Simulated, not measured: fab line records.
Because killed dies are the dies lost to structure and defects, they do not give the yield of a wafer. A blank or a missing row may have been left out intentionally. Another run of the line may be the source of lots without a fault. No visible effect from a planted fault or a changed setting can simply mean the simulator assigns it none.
The tool behind it: which one? + flow nandHarc + 11 lots with 33 wafers sampled at 6 steps, on a route of 1159 steps

== WHAT THE GAUGES SHOWED, per wafer ==
NHARC_A_BONDPAD_CD_MEAS_09: target cd 500 nm.
| lot  | measured     | on       | cdNm (nm)         |
|------|--------------|----------|-------------------|
| L208 | day 18 05:02 | cdSem-02 | 498.2 497.3 499.8 |
| L213 | day 18 14:28 | cdSem-02 | 500.1 501.0 499.8 |
| L215 | day 19 18:01 | cdSem-02 | 501.6 501.9 502.5 |
| L214 | day 19 18:46 | cdSem-01 | 496.4 497.7 498.9 |
| L216 | day 20 18:09 | cdSem-01 | 500.0 503.1 500.8 |
| L217 | day 21 04:32 | cdSem-01 | 499.4 498.1 500.8 |
| L221 | day 21 07:14 | cdSem-01 | 497.0 499.5 496.9 |
| L220 | day 22 00:57 | cdSem-03 | 500.5 499.6 499.0 |
| L222 | day 22 01:44 | cdSem-02 | 516.6 516.3 512.0 |
| L227 | day 22 19:43 | cdSem-01 | 512.4 511.5 513.7 |
| L229 | day 23 11:55 | cdSem-01 | 513.3 510.5 513.6 |

NHARC_END_SORT_01.
| lot  | measured     | on        | defectLimitedYield (%) | killedAtArray | killedAtOther | killedAtPeriphery | killedDies | killedOpen | killedShort | sort_bin_2_pct (%) | sort_bin_3_pct (%) | sort_bin_4_pct (%) | sortNPass   | sortRimYieldPct (%) | sortYieldPct (%) |
|------|--------------|-----------|------------------------|---------------|---------------|-------------------|------------|------------|-------------|--------------------|--------------------|--------------------|-------------|---------------------|------------------|
| L222 | day 24 23:32 | prober-01 | 93.9 95.6 93.6         | 37 28 40      | 1 0 1         | 3 2 2             | 41 30 43   | 5 2 2      | 1 2 3       | 2.7 1.3 1.9        | 0.30 0.15 0.15     | 3.1 3.0 4.3        | 636 647 634 | 95 92 98            | 93.9 95.6 93.6   |
| L227 | day 25 18:58 | prober-02 | 95.1                   | 28            | 0             | 5                 | 33         | 3          | 2           | 1.0                | 0.44               | 3.4                | 644         | 91                  | 95.1             |

== WHAT TOOL EACH LOT RAN ON (gives the tool, then ch and the chambers of the sampled wafers, and finally the start) ==
| lot  | NHARC_A_M1_DESCUM_14              | NHARC_A_M1_ETCH_35                | NHARC_A_M1_PRE_CLEAN_30                | NHARC_A_BONDPAD_EXPOSE_06        |
|------|-----------------------------------|-----------------------------------|----------------------------------------|----------------------------------|
| L208 | rieDiel-11 ch 1,3, day 18 00:26   | rieDiel-11 ch 0,1,2, day 18 00:32 | pvdSputter-02, day 18 04:53 or earlier | krfScanner-04 ch 0, day 18 04:53 |
| L213 | rieDiel-05 ch 0,1, day 18 10:01   | rieDiel-05 ch 1,3, day 18 10:07   | pvdSputter-01, day 18 14:18 or earlier | krfScanner-02 ch 0, day 18 14:18 |
| L215 | rieDiel-07 ch 0,1,2, day 19 13:30 | rieDiel-07 ch 1,2,3, day 19 13:35 | pvdSputter-03, day 19 17:51 or earlier | krfScanner-02 ch 0, day 19 17:51 |
| L214 | rieDiel-07 ch 0,1,3, day 19 14:20 | rieDiel-07 ch 0,1,3, day 19 14:24 | pvdSputter-02, day 19 18:37 or earlier | krfScanner-02 ch 0, day 19 18:37 |
| L216 | rieDiel-05 ch 0,1,2, day 20 13:36 | rieDiel-05 ch 0,1,3, day 20 13:41 | pvdSputter-03, day 20 18:00 or earlier | krfScanner-03 ch 0, day 20 18:00 |
| L217 | rieDiel-11 ch 0,3, day 20 23:59   | rieDiel-11 ch 0,2,3, day 21 00:04 | pvdSputter-03, day 21 04:23 or earlier | krfScanner-02 ch 0, day 21 04:23 |
| L221 | rieDiel-07 ch 0,3, day 21 02:44   | rieDiel-07 ch 0,1,3, day 21 02:49 | pvdSputter-03, day 21 07:05 or earlier | krfScanner-04 ch 0, day 21 07:05 |
| L220 | rieDiel-11 ch 0,1, day 21 18:44   | rieDiel-11 ch 1,2,3, day 21 18:50 | pvdSputter-02, day 22 00:47 or earlier | krfScanner-03 ch 0, day 22 00:47 |
| L222 | rieDiel-11 ch 0,1,3, day 21 20:11 | rieDiel-11 ch 1,3, day 21 20:17   | pvdSputter-02, day 22 01:35 or earlier | krfScanner-04 ch 0, day 22 01:35 |
| L227 | rieDiel-07 ch 1,2,3, day 22 14:26 | rieDiel-07 ch 0,1,3, day 22 14:32 | pvdSputter-03, day 22 19:34 or earlier | krfScanner-04 ch 0, day 22 19:34 |
| L229 | rieDiel-05 ch 0,1,2, day 23 07:24 | rieDiel-05 ch 2,3, day 23 07:29   | pvdSputter-02, day 23 11:46 or earlier | krfScanner-04 ch 0, day 23 11:46 |
- NHARC_A_M1_DESCUM_14: chemistry O2, time 3 s.
- NHARC_A_M1_ETCH_35: etches the open film in N2/H2, target depth 40 nm, overetch 12 nm, time 43.94 s.
- NHARC_A_M1_PRE_CLEAN_30: time 30 s.
- NHARC_A_BONDPAD_EXPOSE_06: exposes mask A BPAD.

== AS READ BY THE TOOLS THEMSELVES (means over the sampled wafers that have a number; for cases with no such wafer, the mark the record gives instead) ==
NHARC_A_M1_DESCUM_14.
| lot  | tool       | drypumpMotorCurrentA (A) | oesProductAu (a.u.) | rfVppV (V) | showerheadPlenumPTorr (Torr) | throttleValvePct (%) |
|------|------------|--------------------------|---------------------|------------|------------------------------|----------------------|
| L208 | rieDiel-11 | 5.5                      | 0.998               | 57.1       | 1.79                         | 11.307               |
| L213 | rieDiel-05 | 5.4                      | 1.000               | 58.6       | 2.04                         | 11.317               |
| L215 | rieDiel-07 | 5.7                      | 0.993               | 57.9       | 1.92                         | 11.316               |
| L214 | rieDiel-07 | 5.6                      | 1.000               | 57.2       | 1.87                         | 11.305               |
| L216 | rieDiel-05 | 5.9                      | 1.003               | 58.7       | 2.04                         | 11.315               |
| L217 | rieDiel-11 | 5.3                      | 1.011               | 57.5       | 1.87                         | 11.315               |
| L221 | rieDiel-07 | 5.8                      | 0.997               | 57.6       | 1.85                         | 11.310               |
| L220 | rieDiel-11 | 5.4                      | 1.006               | 58.3       | 1.94                         | 11.300               |
| L222 | rieDiel-11 | 5.4                      | 1.010               | 57.7       | 1.87                         | 11.313               |
| L227 | rieDiel-07 | 6.0                      | 0.999               | 57.3       | 1.89                         | 11.315               |
| L229 | rieDiel-05 | 5.9                      | 0.999               | 59.1       | 2.04                         | 11.312               |

NHARC_A_M1_ETCH_35.
| lot  | tool       | biasW (W) | drypumpMotorCurrentA (A) | oesProductAu (a.u.) | rfVppV (V) | showerheadPlenumPTorr (Torr) | throttleValvePct (%) |
|------|------------|-----------|--------------------------|---------------------|------------|------------------------------|----------------------|
| L208 | rieDiel-11 | 150.2     | 5.7                      | 1.002               | 432        | 2.07                         | 14.171               |
| L213 | rieDiel-05 | 149.9     | 5.1                      | 1.000               | 435        | 2.19                         | 14.180               |
| L215 | rieDiel-07 | 149.8     | 6.0                      | 0.993               | 430        | 2.02                         | 14.168               |
| L214 | rieDiel-07 | 150.1     | 5.6                      | 1.000               | 429        | 2.00                         | 14.169               |
| L216 | rieDiel-05 | 149.8     | 5.5                      | 0.999               | 435        | 2.17                         | 14.170               |
| L217 | rieDiel-11 | 150.0     | 5.6                      | 1.005               | 431        | 2.08                         | 14.171               |
| L221 | rieDiel-07 | 150.2     | 5.6                      | 0.994               | 429        | 2.00                         | 14.172               |
| L220 | rieDiel-11 | 149.7     | 5.7                      | 1.010               | 429        | 1.98                         | 14.170               |
| L222 | rieDiel-11 | 150.1     | 5.4                      | 1.016               | 427        | 1.90                         | 14.176               |
| L227 | rieDiel-07 | 149.9     | 5.6                      | 0.996               | 430        | 2.00                         | 14.172               |
| L229 | rieDiel-05 | 150.1     | 5.9                      | 0.998               | 435        | 2.20                         | 14.175               |

NHARC_A_M1_PRE_CLEAN_30.
| lot  | tool          | heaterPowerW (W) |
|------|---------------|------------------|
| L208 | pvdSputter-02 | 415              |
| L213 | pvdSputter-01 | 443              |
| L215 | pvdSputter-03 | 373              |
| L214 | pvdSputter-02 | 422              |
| L216 | pvdSputter-03 | 389              |
| L217 | pvdSputter-03 | 375              |
| L221 | pvdSputter-03 | 419              |
| L220 | pvdSputter-02 | 412              |
| L222 | pvdSputter-02 | 426              |
| L227 | pvdSputter-03 | 389              |
| L229 | pvdSputter-02 | 403              |

NHARC_A_BONDPAD_EXPOSE_06.
| lot  | tool          | exposureDoseMJCm2 |
|------|---------------|-------------------|
| L208 | krfScanner-04 | 36.96             |
| L213 | krfScanner-02 | 36.98             |
| L215 | krfScanner-02 | 37.02             |
| L214 | krfScanner-02 | 36.99             |
| L216 | krfScanner-03 | 37.03             |
| L217 | krfScanner-02 | 36.97             |
| L221 | krfScanner-04 | 37.01             |
| L220 | krfScanner-03 | 36.97             |
| L222 | krfScanner-04 | 58.11             |
| L227 | krfScanner-04 | 54.38             |
| L229 | krfScanner-04 | 54.41             |

== THE ANSWER, worked out from the rows above alone ==
Rule: the lots themselves supply what counts as usual. Put in order of their means at a reading, lots are off if they are a third of the lots or fewer, leave a main group of 4 or more, and stand apart from it by a gap of 3 or more times the standard deviation of the main group's means; of several such gaps the widest counts. The tables above print the reading to a certain number of digits; a main group whose means all agree to those digits is not used. Also off: a lot with no number at a reading for which 4 or more lots have one. Any other lot the step has rows for is counted as sound. First the gauges in route order, then the tools' own readings, where a lot's mean is used as printed above. The first step at which some lot is off is used, and at that step the reading that is off furthest; a lot without a number counts as furthest.
Off, at NHARC_A_BONDPAD_CD_MEAS_09 on cdNm: L222, L227, L229. The main group has a mean of 499.6 nm with a standard deviation of 1.5.
A tool fits if, at a process step before that reading, it ran every lot that is off, and no sound lot after the first of them. The gauges at NHARC_A_BONDPAD_CD_MEAS_09 aren't tried: what is off there is off at NHARC_A_BONDPAD_EXPOSE_06 too, on other tools, and a gauge's error can't cause that. Because NHARC_A_M1_PRE_CLEAN_30 lacks a start for some lots, the hours and order of its lots are taken from NHARC_A_BONDPAD_EXPOSE_06. One fits: NHARC_A_BONDPAD_EXPOSE_06 on krfScanner-04. Its last sound lot is L221 (day 21 07:05), its first lot that is off L222 (day 22 01:35): a fault that began between those two fits.
On the lots that are off, the tool's own readings at NHARC_A_BONDPAD_EXPOSE_06 differ by more than 5 times the standard deviation of the sound lots' means, which bears it out; exposureDoseMJCm2 reads 55.63 there versus 36.99 on the sound lots.

== WHAT THE SIMULATOR HAD PUT IN ==
Drift in process parameters on krfScanner-04 at NHARC_A_BONDPAD_EXPOSE_06, starting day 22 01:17. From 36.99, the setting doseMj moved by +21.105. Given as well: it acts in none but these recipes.
Lots struck among those shown: L222, L227, L229. Same finding as the rule above.
